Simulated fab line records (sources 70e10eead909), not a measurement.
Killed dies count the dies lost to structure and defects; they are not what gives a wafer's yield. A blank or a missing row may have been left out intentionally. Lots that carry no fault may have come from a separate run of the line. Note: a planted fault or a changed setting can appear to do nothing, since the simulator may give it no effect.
fab line records	flow nand-harc
record: lots: 6	wafers: 18	last-day: 25
route steps=1159 shown HYBRID_BOND@1095 THIN_TSV@1101 END@1159
lots with no fault: from the same line, run without faults
start-h: hours from the record's first day to the start of the lot's first wafer shown	wait-h: time in hours since the lot's previous step	" repeats the value in the row above	L1.1+2: a single row standing in for several wafers	- either no value or no given start	* or withheld: withheld	< > ~ a bound
route shown NAME@n: NAME is a module with steps in the file, n the number in the route of the first one	usual: mean/standard deviation of fault-free wafers	same: alike in all rows	chamber/n: place in a boat	sites: each site's reading	_std_site: how widely they spread, as a standard deviation	_edge_site: mean of outer sites minus mean of inner sites	radius-mm: how far each site lies from the wafer's centre	mask NAME#n: copy n	behind: tool/chamber where the wafer was last shaped	hold: the reason the lot was held/the length of the hold in hours/how it ended	device: which transistor (n, p or np) failed to switch	end of line: the tests these same wafers got at the end of their route	a step without rows: its recipe alone	killed: at the first sort, the dies lost to defects and structure; wafer yield is something else	map: the dies of a wafer, with x for killed, . for not killed, _ for no die there
set.NAME: the setting as run; set.NAME@STEP: as run at that earlier step	model.NAME: the simulator's own value behind a step, which no gauge read
lots at some steps of the route; a table a step, a row a wafer
services: when a tool's chamber went out of use (start-h, in hours from the record's first day, below 0 if earlier), for how many hours, and the reason
== steps ==
step: NHARC_HYBRID_BOND_PRECLEAN_01
recipe: time-s: 300	temp-c: 23	chemistry: DIW
step: NHARC_HYBRID_BOND_SRD_02
recipe: time-s: 30	temp-c: 23	dry-time-s: 20	spin-rpm: 1500
step: NHARC_HYBRID_BOND_BOND_03
recipe: temp-c: 25
step: NHARC_HYBRID_BOND_ANNEAL_04
recipe: temp-c: 300	time-s: 7200	ramp-up-c-per-min: 5	ramp-down-c-per-min: 3	idle-temp-c: 100	pressure-atm: 1
step: NHARC_HYBRID_BOND_OVL_MEAS_05
usual: overlay-x-nm: 1/34	overlay-y-nm: 3/32
lot.wafer	tool	chamber	start-h	wait-h	overlay-x-nm	overlay-y-nm
L630.4	overlay-02	-	425.23	0.4	-27	12
L630.5	"	-	"	"	24	-27
L630.6	"	-	"	"	2	-2
L631.2	overlay-02	-	436.55	0.4	-61	-23
L631.3	"	-	"	"	-5	-21
L631.5	"	-	"	"	10	-8
L637.2	overlay-02	-	478.64	0.4	-7	31
L637.4	"	-	"	"	16	52
L637.6	"	-	"	"	-33	-16
L639.1	overlay-02	-	478.64	0.4	48	27
L639.5	"	-	"	"	36	-18
L639.6	"	-	"	"	-6	-19
L650.3	overlay-02	-	549.32	0.4	21	-29
L650.5	"	-	"	"	-27	34
L650.6	"	-	"	"	-5	23
L652.3	overlay-02	-	559.18	0.4	16	81
L652.4	"	-	"	"	-18	-63
L652.6	"	-	"	"	11	-5
step: NHARC_HYBRID_BOND_INSPECT_06
recipe: inspect-instrument: ir-void
usual: raw-defect-count: 34/16
lot.wafer	tool	chamber	start-h	wait-h	raw-defect-count
L630.4	defect-inspect-02	-	425.29	0.1	34
L630.5	"	-	"	"	38
L630.6	"	-	"	"	28
L631.2	defect-inspect-02	-	436.60	0.1	39
L631.3	"	-	"	"	29
L631.5	"	-	"	"	34
L637.2	defect-inspect-02	-	478.69	0.1	26
L637.4	"	-	"	"	25
L637.6	"	-	"	"	31
L639.1	defect-inspect-01	-	478.69	0.0	38
L639.5	"	-	"	"	39
L639.6	"	-	"	"	30
L650.3	defect-inspect-02	-	549.38	0.1	55
L650.5	"	-	"	"	76
L650.6	"	-	"	"	72
L652.3	defect-inspect-02	-	559.24	0.1	18
L652.4	"	-	"	"	21
L652.6	"	-	"	"	31
step: NHARC_THIN_TSV_GRIND_00
recipe: target-thk-um: 6
step: NHARC_THIN_TSV_CMP_01
recipe: target-thk-um: 3
usual: motor-current-A: 11.6/0.93	retaining-ring-pressure-frac: 1.000/0.0054
lot.wafer	tool	chamber	start-h	wait-h	motor-current-A	retaining-ring-pressure-frac
L630.4	cmp-03	2	426.69	0.5	12.3	1.001
L630.5	"	0	"	"	9.5	0.998
L630.6	"	1	"	"	12.5	1.007
L631.3	cmp-02	0	438.01	0.7	11.9	0.991
L631.2	"	2	"	"	11.0	0.999
L631.5	"	3	"	"	10.4	1.003
L637.4	cmp-03	1	480.06	0.4	12.1	1.010
L637.2	"	2	"	"	12.4	1.006
L637.6	"	2	"	"	11.7	1.005
L639.1	cmp-01	1	481.29	1.1	11.9	1.009
L639.5	"	1	"	"	11.8	1.008
L639.6	"	2	"	"	11.7	1.000
L650.3	cmp-01	2	550.76	0.6	12.5	1.000
L650.6	"	2	"	"	12.2	0.997
L650.5	"	3	"	"	14.0	0.996
L652.3	cmp-01	1	561.01	0.8	12.2	1.006
L652.4	"	3	"	"	13.4	1.005
L652.6	"	2	"	"	11.9	0.992
step: NHARC_THIN_TSV_THK_MEAS_02
recipe: thk-meas-gauge: ir
usual: thk-nm: 3037/200
lot.wafer	tool	chamber	start-h	wait-h	thk-nm
L630.4	film-metro-02	-	426.91	-	2936
L630.5	"	-	"	"	2901
L630.6	"	-	"	"	2743
L631.2	film-metro-02	-	438.25	0.2	2795
L631.3	"	-	"	"	2801
L631.5	"	-	"	"	3009
L637.2	film-metro-02	-	480.32	-	3346
L637.4	"	-	"	"	2977
L637.6	"	-	"	"	3203
L639.1	film-metro-02	-	481.56	0.2	3468
L639.5	"	-	"	"	3451
L639.6	"	-	"	"	3514
L650.3	film-metro-02	-	551.03	-	3009
L650.5	"	-	"	"	3168
L650.6	"	-	"	"	2793
L652.3	film-metro-01	-	561.27	0.2	3005
L652.4	"	-	"	"	2937
L652.6	"	-	"	"	3072
step: NHARC_THIN_TSV_SRD_03
step: NHARC_THIN_TSV_PRECLEAN_41
recipe: time-s: *	temp-c: 50	bath-age-min: 0	chemistry: SC1
step: NHARC_THIN_TSV_SRD_42
step: NHARC_THIN_TSV_DEP_43
recipe: target-thk-a: 13285	temp-c: withheld	pressure-torr: 6.5	rf-w: 900	teos-flow-sccm: 161.4	flow-sccm: 2650	target-thk-nm: 1328.5	gas: O2	material: SiO2
usual: showerhead-vpp-V: 1829/88	throttle-valve-pct: 16.1/0.41
lot.wafer	tool	chamber	start-h	wait-h	showerhead-vpp-V	throttle-valve-pct
L630.5	pecvd-03	2	427.29	-	1944	15.9
L630.4	"	0	"	"	1761	16.4
L630.6	"	1	"	"	1893	16.2
L631.2	pecvd-04	1	438.92	-	1826	15.3
L631.3	"	2	"	"	1825	16.3
L631.5	"	0	"	"	1742	15.9
L637.2	pecvd-04	2	480.77	-	1835	16.8
L637.4	"	0	"	"	1748	15.8
L637.6	"	1	"	"	1800	15.7
L639.1	pecvd-04	2	481.87	-	1829	16.6
L639.5	"	1	"	"	1806	15.3
L639.6	"	2	"	"	1851	16.8
L650.3	pecvd-03	0	551.52	-	1766	16.2
L650.5	"	2	"	"	1950	16.7
L650.6	"	0	"	"	1799	16.3
L652.3	pecvd-02	2	561.54	-	1883	16.2
L652.6	"	2	"	"	1873	16.2
L652.4	"	0	"	"	1682	16.0
step: NHARC_THIN_TSV_DEHYDRATE_04
recipe: temp-c: 150	time-s: 120
step: NHARC_THIN_TSV_HMDS_05
recipe: time-s: 30
step: NHARC_THIN_TSV_COAT_06
recipe: spin-rpm: *
step: NHARC_THIN_TSV_SOFTBAKE_07
recipe: temp-c: 122	time-s: 95
step: NHARC_THIN_TSV_EBR_08
step: NHARC_THIN_TSV_EXPOSE_09
recipe: na: 0.55	dose-mj: 30.7	mask-id: TSV
step: NHARC_THIN_TSV_PEB_10
recipe: peb-temp-c: 118	peb-time-s: 85
step: NHARC_THIN_TSV_DEVELOP_11
recipe: time-s: 70
step: NHARC_THIN_TSV_CD_MEAS_12
recipe: target-cd-nm: 1000	landing-energy-ev: 500
usual: cd-nm: 1000.0/2.2
lot.wafer	tool	chamber	start-h	wait-h	cd-nm
L630.4	cd-sem-03	0	427.87	-	1002.3
L630.5	"	0	"	"	1000.8
L630.6	"	0	"	"	1001.1
L631.2	cd-sem-01	0	439.59	-	1003.6
L631.3	"	0	"	"	1004.5
L631.5	"	0	"	"	1002.8
L637.2	cd-sem-02	0	481.40	-	999.2
L637.4	"	0	"	"	999.9
L637.6	"	0	"	"	996.3
L639.1	cd-sem-02	0	482.50	-	997.9
L639.5	"	0	"	"	999.4
L639.6	"	0	"	"	1000.3
L650.3	cd-sem-02	0	552.26	-	1000.8
L650.5	"	0	"	"	1001.6
L650.6	"	0	"	"	995.5
L652.3	cd-sem-01	0	562.34	-	1002.6
L652.4	"	0	"	"	1001.6
L652.6	"	0	"	"	999.8
step: NHARC_THIN_TSV_HARDBAKE_13
recipe: temp-c: 125	time-s: 80
step: NHARC_THIN_TSV_DESCUM_14
recipe: time-s: 3	o2-flow-sccm: 200	ar-flow-sccm: 0	bias-power-w: 0	chemistry: O2
usual: drypump-motor-current-A: 5.8/0.34	mfc-ar-sccm: 0.014/0.015	o2-flow-sccm: 200.0/0.69	oes-product-au: 0.997/0.0085	rf-vpp-V: 57.7/0.88	showerhead-plenum-p-Torr: 1.89/0.092	throttle-valve-pct: 11.313/0.0094
lot.wafer	tool	chamber	start-h	wait-h	drypump-motor-current-A	mfc-ar-sccm	o2-flow-sccm	oes-product-au	rf-hours-counter-h	rf-vpp-V	showerhead-plenum-p-Torr	throttle-valve-pct
L630.4	rie-diel-11	2	428.05	-	6.1	0	200.7	1.005	5	57.6	1.97	11.307
L630.5	"	3	"	"	5.9	0.041	200.6	0.991	-	57.4	1.84	11.318
L630.6	"	0	"	"	5.4	0	200.8	0.988	-	58.5	1.99	11.315
L631.2	rie-diel-11	2	439.76	-	6.1	0	200.3	1.010	6	56.9	1.97	11.308
L631.3	"	3	"	"	5.9	0.041	200.6	0.997	8	58.7	1.84	11.316
L631.5	"	0	"	"	5.4	0	200.4	0.994	-	58.3	1.99	11.318
L637.2	rie-diel-07	3	481.56	-	6.6	0	199.4	0.996	4	57.6	1.78	11.327
L637.4	"	3	"	"	6.6	0	200.8	0.997	-	58.7	1.78	11.313
L637.6	"	0	"	"	5.6	0	199.6	0.998	-	57.6	2.04	11.316
L639.1	rie-diel-04	2	482.69	-	6.0	0	199.6	0.990	0	58.8	1.79	11.308
L639.5	"	3	"	"	5.9	0.019	200.4	0.990	-	56.2	1.83	11.327
L639.6	"	0	"	"	5.7	0.005	200.1	0.994	-	58.2	1.83	11.324
L650.3	rie-diel-04	3	552.44	-	5.9	0.019	199.2	0.994	6	57.6	1.83	11.288
L650.5	"	1	"	"	5.4	0.031	199.2	0.988	-	56.9	2.01	11.316
L650.6	"	2	"	"	5.9	0	199.9	0.993	-	58.5	1.79	11.305
L652.3	rie-diel-04	1	562.52	-	5.4	0.031	200.7	0.999	7	57.8	2.01	11.330
L652.4	"	2	"	"	5.9	0	199.6	0.991	-	56.1	1.79	11.291
L652.6	"	3	"	"	5.9	0.019	200.6	0.994	-	56.7	1.83	11.317
step: NHARC_THIN_TSV_ETCH_44
recipe: target-depth-a: 15942	time-s: 797.1	cf4-flow-sccm: 150	o2-flow-sccm: 10	ar-flow-sccm: 0	rf-w: 300	bias-w: 800	chemistry: CF4/O2
step: NHARC_THIN_TSV_ETCH_15
recipe: target-depth-a: 30000	bosch-target-overetch-cycles: 2	bosch-etch-step-s: 2.8	bosch-dep-step-s: 1.2	bosch-cycles: 14
step: NHARC_THIN_TSV_CD_MEAS_16
usual: cd-nm: 999.9/2.3
lot.wafer	tool	chamber	start-h	wait-h	cd-nm
L630.4	cd-sem-02	-	428.83	0.1	1002.1
L630.5	"	-	"	"	1000.4
L630.6	"	-	"	"	1001.2
L631.2	cd-sem-03	-	440.54	0.1	1003.0
L631.3	"	-	"	"	1004.2
L631.5	"	-	"	"	1003.0
L637.2	cd-sem-03	-	482.49	0.1	997.6
L637.4	"	-	"	"	998.3
L637.6	"	-	"	"	996.1
L639.1	cd-sem-02	-	483.47	0.1	997.4
L639.5	"	-	"	"	999.9
L639.6	"	-	"	"	999.6
L650.3	cd-sem-02	-	553.23	0.1	1001.4
L650.5	"	-	"	"	1000.5
L650.6	"	-	"	"	994.5
L652.3	cd-sem-01	-	563.43	0.1	1002.2
L652.4	"	-	"	"	1001.1
L652.6	"	-	"	"	1000.5
step: NHARC_THIN_TSV_STRIP_45
recipe: power-w: 1500	temp-c: 250	chemistry: O2
step: NHARC_THIN_TSV_STRIP_46
recipe: time-s: 1200	temp-c: 72.5	chemistry: post-etch-residue-remover
step: NHARC_THIN_TSV_DEP_47
recipe: target-thk-a: 2000	temp-c: withheld	pressure-torr: 6.5	rf-w: 900	teos-flow-sccm: 161.4	flow-sccm: 2650	target-thk-nm: 200	gas: O2	material: SiO2
usual: showerhead-vpp-V: 1809/86	throttle-valve-pct: 16.1/0.41
lot.wafer	tool	chamber	start-h	wait-h	showerhead-vpp-V	throttle-valve-pct
L630.6	pecvd-02	2	429.84	-	1896	16.8
L630.4	"	0	"	"	1701	15.9
L630.5	"	1	"	"	1744	16.0
L631.2	pecvd-02	2	441.42	-	1904	16.9
L631.3	"	1	"	"	1750	16.1
L631.5	"	0	"	"	1655	16.0
L637.2	pecvd-02	2	483.45	-	1883	16.9
L637.4	"	1	"	"	1742	15.9
L637.6	"	2	"	"	1875	16.8
L639.1	pecvd-04	0	484.45	-	1740	15.8
L639.5	"	2	"	"	1810	16.7
L639.6	"	0	"	"	1757	15.6
L650.3	pecvd-04	0	554.15	-	1754	16.0
L650.6	"	2	"	"	1843	16.8
L650.5	"	0	"	"	1738	15.8
L652.3	pecvd-02	0	564.37	-	1698	16.2
L652.6	"	2	"	"	1876	16.2
L652.4	"	1	"	"	1757	16.4
step: NHARC_THIN_TSV_ETCHBACK_48
recipe: target-depth-a: 10285	over-etch-frac: 0.3	time-s: 405.17	ion-energy-ev: 250	c4f8-flow-sccm: withheld	ar-flow-sccm: withheld	rf-w: 600	bias-w: 300	chemistry: C4F8/Ar
step: NHARC_THIN_TSV_STRIP_62
recipe: power-w: 1500	temp-c: 250	time-s: 20	chemistry: N2/H2
step: NHARC_THIN_TSV_DEGAS_49
recipe: temp-c: 300	time-s: 120
step: NHARC_THIN_TSV_PRE_CLEAN_50
recipe: time-s: 30	temp-c: 280	gas: H2/He
usual: heater-power-w: 393/33
lot.wafer	tool	chamber	start-h	wait-h	heater-power-w
L630.4	pvd-sputter-01	-	-	-	432
L630.5	"	-	"	"	402
L630.6	"	-	"	"	423
L631.2	pvd-sputter-03	-	-	-	436
L631.3	"	-	"	"	439
L631.5	"	-	"	"	387
L637.2	pvd-sputter-01	-	-	-	426
L637.4	"	-	"	"	386
L637.6	"	-	"	"	406
L639.1	pvd-sputter-03	-	-	-	394
L639.6	"	-	"	"	392
L639.5	"	-	"	"	424
L650.3	pvd-sputter-02	-	-	-	335
L650.5	"	-	"	"	391
L650.6	"	-	"	"	358
L652.3	pvd-sputter-02	-	-	-	405
L652.4	"	-	"	"	336
L652.6	"	-	"	"	403
step: NHARC_THIN_TSV_PVD_19
recipe: target-thk-a: 200	chamber-pressure-pa: 5	material: TaN
step: NHARC_THIN_TSV_PVD_51
recipe: target-thk-a: 1000	chamber-pressure-pa: 5	material: Cu
step: NHARC_THIN_TSV_ECD_20
recipe: target-thk-a: 20000	material: Cu
step: NHARC_THIN_TSV_ANNEAL_52
recipe: temp-c: 225	time-s: 90
step: NHARC_THIN_TSV_CMP_21
recipe: t-overpolish-s: 30	target-thk-nm: 2000
step: NHARC_THIN_TSV_SRD_23
step: NHARC_THIN_TSV_DEGAS_53
recipe: temp-c: 300	time-s: 60
usual: heater-power-w: 458/31
lot.wafer	tool	chamber	start-h	wait-h	heater-power-w
L630.4	pvd-sputter-01	-	432.63	0.1	469
L630.6	"	-	"	"	449
L630.5	"	-	"	"	475
L631.2	pvd-sputter-01	-	444.44	0.1	450
L631.3	"	-	"	"	440
L631.5	"	-	"	"	454
L637.2	pvd-sputter-01	-	486.41	0.1	442
L637.4	"	-	"	"	479
L637.6	"	-	"	"	447
L639.1	pvd-sputter-02	-	487.30	0.1	469
L639.5	"	-	"	"	450
L639.6	"	-	"	"	396
L650.3	pvd-sputter-01	-	557.86	0.1	452
L650.6	"	-	"	"	451
L650.5	"	-	"	"	438
L652.4	pvd-sputter-03	-	567.27	0.1	468
L652.3	"	-	"	"	496
L652.6	"	-	"	"	464
step: NHARC_END_SORT_01
recipe: temp-c: 25
usual: defect-limited-yield: 95.7/1.4	killed-at-array: 25/9.2	killed-at-other: 0.9/1.3	killed-at-periphery: 3.3/2.3	killed-dies: 29/9.6	killed-open: 3.2/1.8	killed-short: 2/1.4	sort_bin_2_pct: 1.3/0.65	sort_bin_3_pct: 0.25/0.21	sort_bin_4_pct: 2.8/0.9	sort-n-pass: 648/9.6	sort-rim-yield-pct: 94/3	sort-yield-pct: 95.7/1.4
same: gross-dies: 677	sort_bin_5_pct[%]: 0	sort_bin_6_pct[%]: 0	sort_bin_7_pct[%]: 0	sort_bin_8_pct[%]: 0	sort-rim-n-gross: 106.00
lot.wafer	tool	chamber	start-h	wait-h	defect-limited-yield[%]	killed-at-array	killed-at-other	killed-at-periphery	killed-dies	killed-open	killed-short	sort_bin_2_pct[%]	sort_bin_3_pct[%]	sort_bin_4_pct[%]	sort-n-pass	sort-rim-yield-pct[%]	sort-yield-pct[%]
L639.1	prober-02	0	497.85	2.5	93.6	34	3	6	43	4	3	2.1	0.59	3.7	634	94	93.6
L639.5	prober-02	0	500.99	3.6	87.0	23	63	2	88	1	1	6.2	3.25	3.5	589	82	87.0
L639.6	prober-02	0	501.78	3.9	94.8	32	1	2	35	5	1	1.5	0.44	3.2	642	95	94.8
L637.6	prober-01	0	501.87	4.0	87.6	21	62	1	84	4	0	6.5	2.36	3.5	593	86	87.6
killed by level:class
L639.1 A_CHANNEL_HOLE_D1:chamber-film-flake=20 A_STAIRCASE:chamber-film-flake=4 A_CONTACT:chamber-film-flake=3 THIN_TSV:chamber-film-flake=3 P_BONDPAD:chamber-film-flake=2 A_SGD_CUT:chamber-film-flake=2 P_M0:geometric-particle:short=1 P_M1:geometric-particle:short=1
L639.5 THIN_TSV:unspecified=62 A_CHANNEL_HOLE_D1:chamber-film-flake=11 A_STAIRCASE:chamber-film-flake=6 A_SGD_CUT:chamber-film-flake=3 A_CONTACT:chamber-film-flake=2 P_M1:geometric-particle:open=1 A_CONTACT:geometric-particle:short=1 P_ZERO_WELL:chamber-film-flake=1
L639.6 A_CHANNEL_HOLE_D1:chamber-film-flake=15 A_CONTACT:chamber-film-flake=5 A_STAIRCASE:chamber-film-flake=3 A_M0:geometric-particle:open=2 P_BONDPAD:chamber-film-flake=2 A_SGD_CUT:chamber-film-flake=2 A_ONON_D1:geometric-particle:open=1 A_SGD_CUT:geometric-particle:short=1
L637.6 THIN_TSV:unspecified=62 A_SLIT:chamber-film-flake=5 A_STAIRCASE:chamber-film-flake=4 A_WL_FILL:chamber-film-flake=3 A_M0:geometric-particle:open=2 A_CHANNEL_HOLE_D1:chamber-film-flake=2 A_CONTACT:chamber-film-flake=2 A_BLC:geometric-particle:open=1
map L637.6 (x killed, . not)
____________.____________
_________......._________
_______..........._______
______.............______
_____..............._____
____.................____
____.....x...........____
___...................___
___....x..x...........___
__..................x..__
__......xx.......x.....__
_......................._
_...............x......._
_......x............x..._
_...........x..........._
_............x.........._
.........................
.........................
.....................x...
.........................
.........................
_......................._
_......................._
_......................._
_...............x......._
_...............x..x...._
__..............xxx....__
__............xxxxxx...__
___......x.....xxxxxx.___
___..........xxxxxxxxx___
____.........xxxxxxxx____
____.........xxxxxxxx____
_____...x...xxxxxxxx_____
______x..x...xxxxxx______
_______....xxxxxxx_______
_________..x..x._________
____________x____________
map L639.5 (x killed, . not)
____________.____________
_________......._________
_______..........._______
______.............______
_____..............._____
____.................____
____..........x......____
___.....x.............___
___.............x.....___
__.....................__
__..........x..........__
_......................._
_....x..............xx.._
_....x.................._
_..........x............_
_.....................x._
.........................
.........................
.........................
.........................
.........................
_......................._
_.........x............._
_......................._
_......................._
_...............xx......_
__......x.....xxxxxx...__
__............xxxxxxx..__
___..x........xxxxxxx.___
___.....x....xxxxxxxx.___
____.........xxxxxxxx____
____x..x......xxxxxxx____
_____.xxx...x.xxxxxx_____
______xxx.....xxxxx______
_______xx.....xxxx_______
_________x....xx_________
____________.____________
== services ==
tool	chamber	start-h	hours	kind
rie-diel-04	0	403.57	8.0	repair
rie-diel-07	-	405.20	9.0	pm
pvd-sputter-02	-	408.58	4.6	repair
pvd-sputter-01	-	420.15	4.5	repair
cmp-02	-	422.66	4.0	pm
cmp-02	-	445.32	2.6	repair
pecvd-02	2	447.01	11.5	repair
cmp-03	-	450.00	4.0	pm
pvd-sputter-03	-	458.00	10.0	pm
rie-diel-04	-	465.95	9.0	pm
pecvd-03	-	473.29	13.0	pm
cmp-01	-	473.53	4.0	pm
rie-diel-11	-	478.45	0.2	repair
cmp-03	-	496.76	3.3	repair
rie-diel-11	1	511.16	5.6	repair
pvd-sputter-01	-	515.20	10.0	pm
pecvd-02	-	515.39	13.0	pm
cmp-03	-	538.27	1.0	repair
rie-diel-11	-	543.59	9.0	pm
cmp-03	-	548.03	4.0	pm
pvd-sputter-01	-	553.30	3.9	repair
pvd-sputter-03	-	555.20	2.9	repair
pecvd-04	-	557.77	13.0	pm
rie-diel-04	0	561.89	7.3	repair
== key ==
first-sign: step: NHARC_END_SORT_01	reading: killed-at-other	direction: up	sigmas: 49	usual: 0.9	struck: 62.5
effect: step: NHARC_END_SORT_01	reading: killed-dies	direction: up	sigmas: 5.9	usual: 29	struck: 86
more-kills-born-at: NHARC_THIN_TSV_DEP_43@pecvd-04: 124
met-at NHARC_THIN_TSV_DEP_43
struck-wafers L637.6,L639.5
onset-between 438.92 480.77
fault: kind: chamber-particle-source	tool: pecvd-04	chamber: 1	onset-h: 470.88	steps: NHARC_THIN_TSV_DEP_43	rate-per-visit-cm2: 0.84511	end-h: 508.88
